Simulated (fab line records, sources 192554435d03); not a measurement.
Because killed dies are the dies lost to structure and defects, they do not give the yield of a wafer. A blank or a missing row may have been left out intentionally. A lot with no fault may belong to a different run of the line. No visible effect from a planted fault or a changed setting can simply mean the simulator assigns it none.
fab line records -- flow n5Finfet
[record] lots = 11, wafers = 31, lastDay = 17
route steps=1938 shown BEOL_M13@1705 BEOL_M14@1716
lots that met no fault: from a run of the same line without faults
startH: the number of hours between the record's first day and the start of the first shown wafer of the lot -- waitH: hours since the lot's step before -- " identical to the entry in the row above -- L1.1+2: a row that stands for several wafers -- - no value, or no start given -- * or withheld: withheld -- < > ~ a bound
route shown NAME@n: NAME is a module with steps in the file, n the number in the route of the first one -- usual: the fault-free wafers' mean and standard deviation -- same: alike in all rows -- chamber/n: place in a boat -- sites: per-site readings -- _std_site: standard deviation across them -- _edge_site: mean of outer sites minus mean of inner sites -- radiusMm: for every site, how far away it sits from the centre of the wafer -- mask NAME#n: copy n -- behind: the most recent tool/chamber to have shaped the wafer -- hold: why the lot went on hold/how many hours it stayed there/how the hold came to an end -- device: whichever transistor did not switch (one of n, p or np) -- end of line: the same wafers' tests at the end of the route -- a step given without rows: its recipe and nothing more -- killed: not the wafer's yield, but the dies lost to structure and defects at the first sort -- map: the dies of a wafer, with x for killed, . for not killed, _ for no die there
set.NAME: setting as actually run; set.NAME@STEP: the setting as run at that earlier step -- model.NAME: the simulator's own value behind a step, which no gauge read
a sample of lots followed through the steps of the route, with each step as a table and each wafer as a row
services: from which hour (startH, from the record's first day; less than 0 if before it) a tool's chamber was out of use, for how many hours, and why
[[steps]]
[step N5_BEOL_M13_SPUTTER_43]
[recipe] material = TaN, targetThkA = 150, tempC = 50, biasV = 168.6, powerW = 15000, chamberPressurePa = 0.12, timeS = 24.19
[usual] biasV = 168.6/1.8, throttleValvePct = 29.8/1
lot.wafer,tool,chamber,startH,waitH,biasV,throttleValvePct
L363.1,pvdSputter-02,-,219.42,0.0,166.4,30.1
L363.3,pvdSputter-02,-,219.42,0.0,166.8,28.6
L363.5,pvdSputter-02,-,219.42,0.0,168.1,29.7
L364.3,pvdSputter-03,-,260.94,0.0,166.6,31.4
L364.5,pvdSputter-03,-,260.94,0.0,168.8,29.4
L364.6,pvdSputter-03,-,260.94,0.0,168.8,30.0
L371.3,pvdSputter-02,-,303.07,0.0,169.6,29.9
L371.4,pvdSputter-02,-,303.07,0.0,169.1,28.3
L371.5,pvdSputter-02,-,303.07,0.0,171.6,30.0
L372.1,pvdSputter-02,-,303.39,0.0,169.4,29.1
L372.4,pvdSputter-02,-,303.39,0.0,171.0,30.1
L374.2,pvdSputter-02,-,313.86,0.0,166.6,29.1
L374.4,pvdSputter-02,-,313.86,0.0,168.1,30.0
L376.2,pvdSputter-01,-,328.11,0.0,167.9,30.9
L376.3,pvdSputter-01,-,328.11,0.0,165.5,28.8
L376.4,pvdSputter-01,-,328.11,0.0,169.3,30.9
L378.1,pvdSputter-01,-,332.12,0.0,170.1,28.3
L378.3,pvdSputter-01,-,332.12,0.0,171.9,30.9
L378.4,pvdSputter-01,-,332.12,0.0,172.6,31.0
L379.1,pvdSputter-03,-,349.73,0.0,169.6,27.8
L379.2,pvdSputter-03,-,349.73,0.0,167.5,29.4
L379.3,pvdSputter-03,-,349.73,0.0,167.5,31.3
L380.1,pvdSputter-03,-,356.21,0.0,169.8,31.2
L380.2,pvdSputter-03,-,356.21,0.0,170.0,29.0
L380.5,pvdSputter-03,-,356.21,0.0,166.6,29.6
L383.2,pvdSputter-01,-,362.86,0.0,168.5,31.1
L383.3,pvdSputter-01,-,362.86,0.0,167.5,30.9
L383.5,pvdSputter-01,-,362.86,0.0,169.1,31.0
L386.1,pvdSputter-03,-,383.73,0.0,168.4,29.9
L386.2,pvdSputter-03,-,383.73,0.0,167.5,31.2
L386.4,pvdSputter-03,-,383.73,0.0,169.6,28.1
[step N5_BEOL_M13_SPUTTER_44]
[recipe] material = Ta, targetThkA = 100, tempC = 50, biasV = 80, powerW = 15000, chamberPressurePa = 0.07, timeS = 16.13
[usual] biasV = 79.9/0.78, throttleValvePct = 29.8/1
lot.wafer,tool,chamber,startH,waitH,biasV,throttleValvePct
L363.1,pvdSputter-02,-,219.50,0.0,80.6,30.0
L363.3,pvdSputter-02,-,219.50,0.0,81.1,28.6
L363.5,pvdSputter-02,-,219.50,0.0,80.4,30.0
L364.3,pvdSputter-03,-,261.02,0.0,80.4,31.1
L364.5,pvdSputter-03,-,261.02,0.0,79.5,29.2
L364.6,pvdSputter-03,-,261.02,0.0,81.1,29.8
L371.3,pvdSputter-02,-,303.15,0.0,80.4,30.0
L371.4,pvdSputter-02,-,303.15,0.0,80.8,28.2
L371.5,pvdSputter-02,-,303.15,0.0,80.8,30.2
L372.1,pvdSputter-02,-,303.47,0.0,79.8,29.0
L372.4,pvdSputter-02,-,303.47,0.0,79.6,30.2
L374.2,pvdSputter-02,-,313.94,0.0,78.2,29.1
L374.4,pvdSputter-02,-,313.94,0.0,79.8,29.9
L376.2,pvdSputter-01,-,328.19,0.0,79.9,30.7
L376.3,pvdSputter-01,-,328.19,0.0,80.9,28.5
L376.4,pvdSputter-01,-,328.19,0.0,80.2,31.1
L378.1,pvdSputter-01,-,332.20,0.0,80.2,28.9
L378.3,pvdSputter-01,-,332.20,0.0,80.4,31.1
L378.4,pvdSputter-01,-,332.20,0.0,79.1,31.1
L379.1,pvdSputter-03,-,349.81,0.0,80.1,27.9
L379.2,pvdSputter-03,-,349.81,0.0,79.7,29.5
L379.3,pvdSputter-03,-,349.81,0.0,81.3,31.3
L380.1,pvdSputter-03,-,356.29,0.0,79.0,31.2
L380.2,pvdSputter-03,-,356.29,0.0,80.6,29.1
L380.5,pvdSputter-03,-,356.29,0.0,80.8,29.6
L383.2,pvdSputter-01,-,362.94,0.0,78.3,31.0
L383.3,pvdSputter-01,-,362.94,0.0,79.8,31.1
L383.5,pvdSputter-01,-,362.94,0.0,79.6,31.2
L386.1,pvdSputter-03,-,383.82,0.0,80.3,29.9
L386.2,pvdSputter-03,-,383.82,0.0,79.6,31.3
L386.4,pvdSputter-03,-,383.82,0.0,79.5,28.1
[step N5_BEOL_M13_CMP_49]
[recipe] stopOn = SiOC, tOverpolishS = 17.1, downForcePsi = 1, platenRpm = 50, clearingPlatenDownForcePsi = 1.5, clearingPlatenRpm = 50, postCmpClean = cuAlkaline, targetThkNm = 420, clearingPlatenPadVelocityMS = 0.99484, padVelocityMS = 0.99484
[usual] barrierFieldEndpointS = 30.4/0.62, motorCurrentA = 6.0/0.67, padLifeWafers = 1016/500
lot.wafer,tool,chamber,startH,waitH,barrierFieldEndpointS,motorCurrentA,padLifeWafers
L363.3,cmp-03,0,220.47,0.3,30.0,6.3,1700
L363.1,cmp-03,1,220.47,0.3,29.9,5.2,1701
L363.5,cmp-03,3,220.47,0.3,30.9,6.5,-
L364.3,cmp-03,2,261.71,0.2,30.5,5.5,2017
L364.6,cmp-03,1,261.71,0.2,30.0,5.0,-
L364.5,cmp-03,2,261.71,0.2,31.1,5.3,-
L371.4,cmp-03,3,304.18,0.2,18.9,6.5,211
L371.3,cmp-03,1,304.18,0.2,29.7,5.3,213
L371.5,cmp-03,2,304.18,0.2,30.8,5.4,-
L372.4,cmp-04,3,304.41,0.1,18.3,5.9,720
L372.1,cmp-04,2,304.41,0.1,18.2,5.3,723
L374.4,cmp-04,2,314.60,0.1,18.3,5.5,804
L374.2,cmp-04,1,314.60,0.1,30.5,7.4,807
L376.4,cmp-02,3,328.84,0.1,30.7,7.3,1464
L376.3,cmp-02,1,328.84,0.1,30.2,5.8,1466
L376.2,cmp-02,2,328.84,0.1,30.9,5.4,1467
L378.1,cmp-04,3,333.28,0.3,30.6,6.0,943
L378.3,cmp-04,0,333.28,0.3,29.7,5.7,944
L378.4,cmp-04,1,333.28,0.3,30.3,7.0,945
L379.2,cmp-04,1,350.46,0.2,30.0,7.0,1074
L379.1,cmp-04,2,350.46,0.2,28.8,5.5,1075
L379.3,cmp-04,3,350.46,0.2,30.1,6.0,1076
L380.2,cmp-02,0,357.03,0.3,29.2,5.9,1676
L380.1,cmp-02,1,357.03,0.3,29.6,5.8,1677
L380.5,cmp-02,3,357.03,0.3,29.7,7.3,-
L383.2,cmp-02,3,365.23,0.3,31.3,7.1,1742
L383.3,cmp-02,0,365.23,0.3,31.1,5.9,1743
L383.5,cmp-02,1,365.23,0.3,30.8,5.8,-
L386.4,cmp-04,3,384.53,0.2,30.7,6.1,1399
L386.1,cmp-04,0,384.53,0.2,30.4,5.7,1400
L386.2,cmp-04,1,384.53,0.2,30.6,7.2,1401
[step N5_BEOL_M13_THK_MEAS_50]
[recipe] thkMeasGauge = xrf, reads = Cu_of_BEOL_M13_ECD_47
[usual] M13_THK = 432/7.4
lot.wafer,tool,chamber,startH,waitH,M13_THK[nm]
L363.1,filmMetro-02,-,220.69,-,446
L363.3,filmMetro-02,-,220.69,-,441
L363.5,filmMetro-02,-,220.69,-,434
L364.3,filmMetro-01,-,261.97,-,437
L364.5,filmMetro-01,-,261.97,-,435
L364.6,filmMetro-01,-,261.97,-,428
L371.3,filmMetro-01,-,304.44,-,421
L371.4,filmMetro-01,-,304.44,-,438
L371.5,filmMetro-01,-,304.44,-,409
L372.1,filmMetro-02,-,304.71,-,455
L372.4,filmMetro-02,-,304.71,-,445
L374.2,filmMetro-01,-,314.89,-,444
L374.4,filmMetro-01,-,314.89,-,445
L376.2,filmMetro-02,-,329.14,-,424
L376.3,filmMetro-02,-,329.14,-,428
L376.4,filmMetro-02,-,329.14,-,436
L378.1,filmMetro-01,-,333.54,-,430
L378.3,filmMetro-01,-,333.54,-,422
L378.4,filmMetro-01,-,333.54,-,439
L379.1,filmMetro-02,-,350.76,-,424
L379.2,filmMetro-02,-,350.76,-,434
L379.3,filmMetro-02,-,350.76,-,431
L380.1,filmMetro-02,-,357.24,-,433
L380.2,filmMetro-02,-,357.24,-,435
L380.5,filmMetro-02,-,357.24,-,428
L383.2,filmMetro-02,-,365.45,-,437
L383.3,filmMetro-02,-,365.45,-,435
L383.5,filmMetro-02,-,365.45,-,434
L386.1,filmMetro-02,-,384.79,-,429
L386.2,filmMetro-02,-,384.79,-,436
L386.4,filmMetro-02,-,384.79,-,439
[step N5_BEOL_M14_ILD_DEP_00]
[recipe] material = SiO2, targetThkA = 11193, tempC = 400, precursor = TEOS/O2, pressureTorr = 6.5, rfW = 900, teosFlowSccm = 161.4, gas = O2, flowSccm = 2650, timeS = 237.4
[usual] heaterPowerOuterW = 259/58, heaterPowerW = 459/87, showerheadPlenumPTorr = 8.342/0.027, showerheadVppV = 1863/53, throttleValvePct = 18.6/0.84
lot.wafer,tool,chamber,startH,waitH,heaterPowerOuterW,heaterPowerW,showerheadPlenumPTorr,showerheadVppV,throttleValvePct
L363.1,pecvd-04,1,220.88,0.0,308,457,8.356,1901,19.6
L363.3,pecvd-04,0,220.88,0.0,257,487,8.332,1809,18.1
L363.5,pecvd-04,1,220.88,0.0,247,379,8.326,1869,19.7
L364.3,pecvd-01,2,262.16,0.0,163,312,8.367,1835,18.5
L364.5,pecvd-01,0,262.16,0.0,213,414,8.353,1923,18.7
L364.6,pecvd-01,1,262.16,0.0,189,319,8.339,1854,18.5
L371.3,pecvd-01,0,304.63,0.0,233,444,8.359,1904,18.7
L371.4,pecvd-01,2,304.63,0.0,231,402,8.367,1835,18.7
L371.5,pecvd-01,0,304.63,0.0,164,341,8.369,1928,18.6
L372.1,pecvd-04,2,304.90,0.0,189,408,8.346,1860,17.2
L372.4,pecvd-04,2,304.90,0.0,235,484,8.366,1852,17.3
L374.2,pecvd-04,0,315.09,0.0,366,621,8.320,1766,18.6
L374.4,pecvd-04,0,315.09,0.0,261,490,8.341,1756,18.3
L376.2,pecvd-02,1,329.33,0.0,280,555,8.359,1946,19.3
L376.3,pecvd-02,2,329.33,0.0,297,536,8.363,1834,17.4
L376.4,pecvd-02,2,329.33,0.0,331,575,8.367,1839,17.1
L378.1,pecvd-02,0,333.73,0.0,235,476,8.287,1892,19.8
L378.3,pecvd-02,2,333.73,0.0,321,536,8.356,1812,17.3
L378.4,pecvd-02,1,333.73,0.0,304,608,8.406,1892,18.9
L379.1,pecvd-01,2,350.96,0.0,188,334,8.383,1848,18.7
L379.2,pecvd-01,1,350.96,0.0,248,397,8.338,1887,18.7
L379.3,pecvd-01,0,350.96,0.0,253,466,8.360,1989,18.8
L380.1,pecvd-04,2,357.44,0.0,189,391,8.348,1845,17.6
L380.2,pecvd-04,0,357.44,0.0,291,527,8.324,1745,18.5
L380.5,pecvd-04,2,357.44,0.0,230,464,8.352,1874,17.7
L383.2,pecvd-01,1,365.64,0.0,286,449,8.353,1901,18.7
L383.3,pecvd-01,0,365.64,0.0,243,457,8.349,1908,18.4
L383.5,pecvd-01,0,365.64,0.0,161,340,8.358,1927,18.7
L386.1,pecvd-02,0,384.98,0.0,257,523,8.275,1874,20.0
L386.2,pecvd-02,2,384.98,0.0,274,506,8.352,1847,17.1
L386.4,pecvd-02,1,384.98,0.0,282,553,8.398,1940,19.3
[[services]]
tool,chamber,startH,hours,kind
pecvd-04,2,202.38,-,clean
pecvd-04,2,202.38,-,consumableReplace:showerhead
pecvd-04,2,202.38,29.0,scheduledDown
pecvd-04,2,202.38,29.0,ventCycle
pecvd-01,0,209.19,2.1,scheduledDown
cmp-04,-,212.57,4.0,pm
cmp-04,-,216.57,-,consumableReplace:conditioner
cmp-04,-,216.57,-,consumableReplace:pad
pecvd-01,0,233.76,9.1,repair
pecvd-02,1,242.54,2.1,repair
cmp-04,-,253.81,6.2,pm
cmp-03,-,263.69,4.0,pm
pecvd-02,-,266.62,1.8,repair
cmp-03,-,267.69,-,consumableReplace:conditioner
cmp-03,-,269.16,8.9,pm
pecvd-01,-,316.10,14.6,pm
pecvd-02,2,325.63,3.6,repair
pecvd-04,-,335.62,0.3,repair
pvdSputter-03,-,340.21,4.5,repair
pecvd-04,0,361.84,16.5,scheduledDown
cmp-03,-,369.36,3.7,pm
cmp-03,-,373.37,1.0,repair
pecvd-04,2,383.29,4.4,repair
cmp-03,-,383.98,0.6,repair
[[key]]
[firstSign] step = N5_BEOL_M13_CMP_49, reading = barrierFieldEndpointS, direction = down, sigmas = 19, usual = 30.4, struck = 18.4
[effect] step = N5_BEOL_M13_THK_MEAS_50, reading = M13_THK, direction = up, sigmas = 1.9, usual = 432, struck = 446
metAt N5_BEOL_M13_SPUTTER_43
struckLots L371,L372,L374
struckWafers L371.4,L372.1,L372.4,L374.4
notActingAt N5_BEOL_M13_SPUTTER_44,N5_BEOL_M13_THK_MEAS_50,N5_BEOL_M14_ILD_DEP_00
onsetBetween 219.42 303.07
[fault] kind = processParameterDrift, tool = pvdSputter-02, chamber = -, onsetH = 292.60, steps = N5_BEOL_M13_SPUTTER_43, channel = timeS, offset = *, shape = step, endH = 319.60, scope = struckWafersOnly, actsIn = *, stated = *
